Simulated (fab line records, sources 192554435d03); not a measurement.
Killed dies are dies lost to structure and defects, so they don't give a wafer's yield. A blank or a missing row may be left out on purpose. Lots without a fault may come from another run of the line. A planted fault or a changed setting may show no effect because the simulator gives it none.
Which tool did it? | flow n5_finfet | 9 lots, 26 wafers sampled, at 5 steps of a route of 1938

WHAT THE GAUGES READ, wafer by wafer
N5_MOL_CONTACT_COAG_CD_MEAS_40: target cd 25.1 nm. Usual: cd_nm 24.95 nm, standard deviation 0.26.
lot  | measured     | on        | cd_nm (nm)        | flag
L267 | day 5 19:34  | cd_sem-01 | 24.92 24.93       |
L270 | day 6 12:08  | cd_sem-02 | 24.50 24.67 24.83 |
L271 | day 6 16:25  | cd_sem-03 | 25.39 25.06 25.18 |
L283 | day 9 16:11  | cd_sem-02 | 25.07 25.06 25.10 |
L284 | day 10 01:17 | cd_sem-02 | 25.03 25.09 24.66 |
L285 | day 10 05:56 | cd_sem-03 | 25.36 24.63 25.07 |
L286 | day 10 13:21 | cd_sem-03 | 25.37 25.25 24.78 |
L287 | day 10 17:00 | cd_sem-02 | 25.02 24.72 24.96 |
L288 | day 11 02:19 | cd_sem-01 | 24.98 24.79 25.32 |

N5_BEOL_M4_RC_MEAS_101. Usual: DIBL_N 37.5 mV/V, standard deviation 2.5; DIBL_P 38 mV/V, standard deviation 3.1; IOFF_N 0.19 nA/um, standard deviation 0.059; IOFF_P 0.24 nA/um, standard deviation 0.061; ION_N 679 uA/um, standard deviation 16; ION_P 465 uA/um, standard deviation 9.8; SS_N 72.0 mV/dec, standard deviation 0.8; SS_P 73.7 mV/dec, standard deviation 0.86; VT_N 248 mV, standard deviation 4.5; VT_P -249 mV, standard deviation 3.5.
lot  | measured     | on        | DIBL_N (mV/V)  | DIBL_P (mV/V) | IOFF_N (nA/um) | IOFF_P (nA/um) | ION_N (uA/um) | ION_P (uA/um) | SS_N (mV/dec)  | SS_P (mV/dec)  | VT_N (mV)   | VT_P (mV)      | flag
L267 | day 8 11:52  | prober-02 | 37.4 35.7      | 40 38         | 0.18 0.14      | 0.24 0.19      | 675 666       | 466 463       | 71.5 71.5      | 73.8 73.9      | 248 254     | -248 -252      |
L283 | day 12 20:11 | prober-02 | 34.5 36.0 39.9 | 35 35 40      | 0.14 0.14 0.24 | 0.21 0.20 0.28 | 668 668 696   | 462 459 475   | 70.9 71.2 71.8 | 73.5 73.8 74.1 | 249 251 244 | -249 -250 -246 |
L284 | day 13 00:09 | prober-02 | 37.6 35.7 37.4 | 37 34 36      | 0.19 0.16 0.20 | 0.24 0.21 0.24 | 683 667 685   | 463 462 466   | 72.1 71.5 72.0 | 73.9 73.3 73.8 | 249 249 244 | -249 -250 -250 |
L285 | day 13 22:40 | prober-02 | 40.5 38.6 39.9 | 38 36 38      | 0.23 0.17 0.21 | 0.26 0.22 0.25 | 684 662 687   | 465 460 466   | 72.7 73.0 71.8 | 73.8 73.4 74.0 | 246 250 250 | -249 -249 -248 |
L286 | day 13 22:26 | prober-01 | 38.6 39.0 39.9 | 42 39 41      | 0.21 0.20 0.23 | 0.29 0.23 0.26 | 685 676 687   | 475 455 466   | 72.0 71.8 72.2 | 74.4 74.7 74.6 | 247 247 245 | -249 -251 -249 |
L287 | day 14 00:07 | prober-02 | 37.5 34.7 37.5 | 39 35 40      | 0.18 0.13 0.19 | 0.22 0.17 0.26 | 679 673 677   | 466 459 463   | 72.5 71.5 72.1 | 73.7 73.4 74.5 | 251 254 248 | -252 -252 -249 |
L288 | day 14 05:08 | prober-02 | 36.5 36.5 36.0 | 37 39 37      | 0.18 0.19 0.15 | 0.22 0.27 0.20 | 681 690 677   | 462 476 461   | 72.6 72.7 72.3 | 73.0 74.0 73.7 | 250 247 253 | -249 -247 -253 |

WHICH TOOL RAN EACH LOT (tool, then ch and the chambers of the sampled wafers, then the start)
lot  | N5_MOL_CONTACT_COAG_ALD_133       | N5_MOL_CONTACT_COAG_ETCHBACK_134   | N5_MOL_CONTACT_COAG_STRIP_72
L267 | ald_sin-04 ch 0, day 5 20:08      | rie_diel-05 ch 0,1, day 5 20:27    | rie_diel-05 ch 0,1, day 5 20:44
L270 | ald_sin-02 ch 1,3, day 6 12:31    | rie_diel-05 ch 0,3, day 6 12:41    | rie_diel-05 ch 0,3, day 6 12:58
L271 | ald_sin-04 ch 0,1,2, day 6 16:49  | rie_diel-03 ch 1,2,3, day 6 16:59  | rie_diel-03 ch 1,2,3, day 6 17:16
L283 | ald_sin-01 ch 0,1,3, day 9 16:38  | rie_diel-03 ch 0,1,2, day 9 16:48  | rie_diel-03 ch 0,1,2, day 9 17:05
L284 | ald_sin-02 ch 1,3, day 10 01:45   | rie_diel-03 ch 0,1,2, day 10 02:16 | rie_diel-03 ch 0,1,2, day 10 02:33
L285 | ald_sin-04 ch 1,2,3, day 10 06:22 | rie_diel-03 ch 2,3, day 10 06:32   | rie_diel-03 ch 2,3, day 10 06:49
L286 | ald_sin-02 ch 0,3, day 10 13:37   | rie_diel-01 ch 1,2,3, day 10 13:47 | rie_diel-01 ch 1,2,3, day 10 14:04
L287 | ald_sin-01 ch 0,2,3, day 10 17:19 | rie_diel-05 ch 0,1,3, day 10 17:30 | rie_diel-05 ch 0,1,3, day 10 17:47
L288 | ald_sin-02 ch 0,1,2, day 11 02:53 | rie_diel-05 ch 0,1, day 11 03:04   | rie_diel-05 ch 0,1, day 11 03:21
- N5_MOL_CONTACT_COAG_ALD_133: deposits SiO2, target thk 5 nm, pulse time 1 s, co reactant pulse time 1 s.
- N5_MOL_CONTACT_COAG_ETCHBACK_134: etches SiO2 in CHF3, target depth 10 nm, time 6.7 s.
- N5_MOL_CONTACT_COAG_STRIP_72: strips in N2/H2.

WHAT THE TOOLS THEMSELVES READ (means of the sampled wafers that have a number; where no wafer has one, the mark that the record gives instead)
N5_MOL_CONTACT_COAG_ALD_133. Usual: chamber_pressure_Torr 1.999 Torr, standard deviation 0.0047; heater_power_w 78 W, standard deviation 8; precursor_pulse_height_rel 1.001, standard deviation 0.019; susceptor_temp_C 100.01 C, standard deviation 0.13.
lot  | tool       | chamber_pressure_Torr (Torr) | heater_power_w (W) | precursor_pulse_height_rel | susceptor_temp_C (C) | flag
L267 | ald_sin-04 | 1.992                        | 76                 | 0.995                      | 100.23               |
L270 | ald_sin-02 | -                            | -                  | -                          | -                    | OFF
L271 | ald_sin-04 | -                            | -                  | -                          | -                    | OFF
L283 | ald_sin-01 | 2.003                        | 82                 | 1.004                      | 100.05               |
L284 | ald_sin-02 | 2.000                        | 84                 | 0.994                      | 99.95                |
L285 | ald_sin-04 | 2.002                        | 79                 | 1.007                      | 100.05               |
L286 | ald_sin-02 | 2.002                        | 71                 | 0.983                      | 100.10               |
L287 | ald_sin-01 | 1.998                        | 82                 | 0.999                      | 100.03               |
L288 | ald_sin-02 | 1.996                        | 79                 | 0.990                      | 99.95                |

N5_MOL_CONTACT_COAG_ETCHBACK_134. Usual: drypump_motor_current_A 5.5 A, standard deviation 0.44; oes_product_au 0.81 a.u., standard deviation 0.099; rf_vpp_V 528 V, standard deviation 16; showerhead_plenum_p_Torr 2.41 Torr, standard deviation 0.099; throttle_valve_pct 18.74 %, standard deviation 0.27.
lot  | tool        | drypump_motor_current_A (A) | oes_product_au (a.u.) | rf_vpp_V (V) | showerhead_plenum_p_Torr (Torr) | throttle_valve_pct (%) | flag
L267 | rie_diel-05 | 5.2                         | 0.86                  | 532          | 2.37                            | 18.57                  |
L270 | rie_diel-05 | 5.8                         | 0.95                  | 531          | 2.39                            | 18.38                  |
L271 | rie_diel-03 | 5.5                         | 0.81                  | 536          | 2.44                            | 18.69                  |
L283 | rie_diel-03 | 5.5                         | 0.85                  | 531          | 2.45                            | 18.79                  |
L284 | rie_diel-03 | 5.5                         | 0.84                  | 531          | 2.45                            | 18.81                  |
L285 | rie_diel-03 | 5.6                         | 0.82                  | 542          | 2.50                            | 18.62                  |
L286 | rie_diel-01 | 5.5                         | 0.79                  | 516          | 2.46                            | 18.82                  |
L287 | rie_diel-05 | 5.5                         | 0.83                  | 534          | 2.36                            | 18.56                  |
L288 | rie_diel-05 | 5.0                         | 0.81                  | 525          | 2.38                            | 18.61                  |

N5_MOL_CONTACT_COAG_STRIP_72. Usual: drypump_motor_current_A 5.5 A, standard deviation 0.44; oes_product_au 0.81 a.u., standard deviation 0.095; rf_vpp_V 59.1 V, standard deviation 2; showerhead_plenum_p_Torr 2.55 Torr, standard deviation 0.11; throttle_valve_pct 23.5 %, standard deviation 0.55.
lot  | tool        | drypump_motor_current_A (A) | oes_product_au (a.u.) | rf_vpp_V (V) | showerhead_plenum_p_Torr (Torr) | throttle_valve_pct (%) | flag
L267 | rie_diel-05 | 5.2                         | 0.87                  | 60.4         | 2.53                            | 23.2                   |
L270 | rie_diel-05 | 5.8                         | 0.95                  | 56.4         | 2.51                            | 22.8                   |
L271 | rie_diel-03 | 5.5                         | 0.81                  | 59.9         | 2.58                            | 23.3                   |
L283 | rie_diel-03 | 5.5                         | 0.84                  | 62.0         | 2.60                            | 23.7                   |
L284 | rie_diel-03 | 5.5                         | 0.83                  | 59.7         | 2.60                            | 23.7                   |
L285 | rie_diel-03 | 5.6                         | 0.82                  | 59.6         | 2.65                            | 23.1                   |
L286 | rie_diel-01 | 5.5                         | 0.78                  | 58.6         | 2.61                            | 23.7                   |
L287 | rie_diel-05 | 5.5                         | 0.83                  | 58.4         | 2.49                            | 23.1                   |
L288 | rie_diel-05 | 5.0                         | 0.80                  | 58.7         | 2.53                            | 23.3                   |

THE ANSWER, worked out from the rows above alone
Rule: a lot is off if the mean of its wafers that have a number lies more than 3 standard deviations from the usual mean. A lot without any number at a reading at which 4 lots or more have one is off too. The other lots that the step has rows for count as sound. The gauges are gone through in route order, then the tools' own readings, and for those a lot's mean is taken as printed above. The first step at which some lot is off is used, and at that step the reading that is off furthest; a lot without a number counts as furthest.
Off: L270, L271, at N5_MOL_CONTACT_COAG_ALD_133 (chamber_pressure_Torr). Without a number there: L270, L271.
A tool fits if, at that step or a process step before it, it ran every lot that is off, and no sound lot after the first of them. None of those tried fits.

WHAT THE SIMULATOR HAD PUT IN
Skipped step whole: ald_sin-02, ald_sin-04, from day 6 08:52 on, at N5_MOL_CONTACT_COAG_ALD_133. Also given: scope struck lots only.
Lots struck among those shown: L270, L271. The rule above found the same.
